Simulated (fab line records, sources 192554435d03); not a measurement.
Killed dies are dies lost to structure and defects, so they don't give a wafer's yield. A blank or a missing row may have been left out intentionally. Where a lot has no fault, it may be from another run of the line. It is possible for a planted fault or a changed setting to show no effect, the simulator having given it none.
One fault through the eyes of 2 desks + flow n5_finfet + each desk holds nothing but its own numbers, with what lay behind them at the end

== AT THE METROLOGY DESK ==
What the gauges read for every lot (on any tool): the sampled wafers with a number, averaged. A lot is out of limits, marked OUT, if its mean lies more than 4 standard deviations from the usual mean; the brackets give that distance. Only the readings that lie furthest out on some lot appear, 7 of the 11 it has.
Columns: A = DIBL_N at N5_BEOL_M4_RC_MEAS_101, usual 35.9 mV/V; B = DIBL_P at N5_BEOL_M4_RC_MEAS_101, usual 36.2 mV/V; C = IOFF_P at N5_BEOL_M4_RC_MEAS_101, usual 0.22 nA/um; D = ION_P at N5_BEOL_M4_RC_MEAS_101, usual 465 uA/um; E = SS_N at N5_BEOL_M4_RC_MEAS_101, usual 71.4 mV/dec; F = SS_P at N5_BEOL_M4_RC_MEAS_101, usual 73.2 mV/dec; G = VT_P at N5_BEOL_M4_RC_MEAS_101, usual -250 mV
| lot  | first seen here | A    | B    | C    | D   | E    | F    | G    |
|------|-----------------|------|------|------|-----|------|------|------|
| L839 | day 5 17:43     | 35.1 | 36.9 | 0.20 | 465 | 70.8 | 73.4 | -250 |
| L844 | day 6 23:08     | 37.3 | 37.9 | 0.21 | 459 | 71.2 | 73.7 | -253 |
| L846 | day 7 10:02     | 35.2 | 37.5 | 0.22 | 467 | 71.5 | 73.3 | -249 |
| L849 | day 8 09:30     | 36.8 | 35.7 | 0.21 | 459 | 72.1 | 73.4 | -250 |
| L850 | day 8 18:58     | 34.4 | 35.0 | 0.20 | 463 | 71.4 | 73.7 | -249 |
| L854 | day 9 16:28     | 36.2 | 35.4 | 0.21 | 465 | 72.1 | 72.9 | -250 |
| L856 | day 10 09:02    | 38.5 | 38.9 | 0.27 | 470 | 70.8 | 74.3 | -245 |
| L858 | day 10 16:49    | 37.3 | 38.0 | 0.27 | 477 | 71.5 | 73.3 | -247 |
| L861 | day 11 14:14    | 35.6 | 35.8 | 0.15 | 457 | 70.8 | 73.0 | -258 |
This desk's finding: nothing out of limits on any of the 9 lots.

== THE TOOL OWNER'S DESK: litho_track-03 ==
The tool's own readings at N5_BEOL_M0_SAQP_COAT_82 (time 60 s, resist thk 30 nm): means of the sampled wafers that have a number, for each lot that ran on this tool. A lot is out of limits, marked OUT, if its mean lies more than 4 standard deviations from the usual mean; the brackets give that distance.
Columns: A = exhaust_pa at N5_BEOL_M0_SAQP_COAT_82, usual 44.9 Pa; B = spin_speed_rpm at N5_BEOL_M0_SAQP_COAT_82, usual 1500.1 rpm
| lot  | first seen here | A    | B                |
|------|-----------------|------|------------------|
| L844 | day 6 22:44     | 44.9 | 1427.4 (-66) OUT |
| L846 | day 7 09:38     | 44.6 | 1426.6 (-67) OUT |
| L856 | day 10 08:38    | 44.8 | 1499.8           |
| L858 | day 10 16:25    | 45.8 | 1499.5           |
| L861 | day 11 13:58    | 44.3 | 1500.1           |
This desk's finding: out of limits on L844, L846; first on L844, day 6 22:44 (spin_speed_rpm at N5_BEOL_M0_SAQP_COAT_82). L856, L858, L861 stayed within limits.

== BROUGHT TOGETHER ==
At day 6 22:44, on L844, L846, the tool owner's desk was in a position to raise an alarm.
Metrology desk: nothing out of limits seen.
The metrology desk holds a record of L844, L846, inside its limits.
Of the lots named, all ran N5_BEOL_M0_SAQP_COAT_82 on litho_track-03.

== WHAT THE SIMULATOR HAD INSERTED ==
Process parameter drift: litho_track-03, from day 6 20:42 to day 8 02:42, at N5_BEOL_M0_SAQP_COAT_82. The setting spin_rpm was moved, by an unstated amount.
Shown lots that were struck: L844, L846.
Hours from the fault's start to each desk's first reading out of limits: the tool owner's desk, 2.
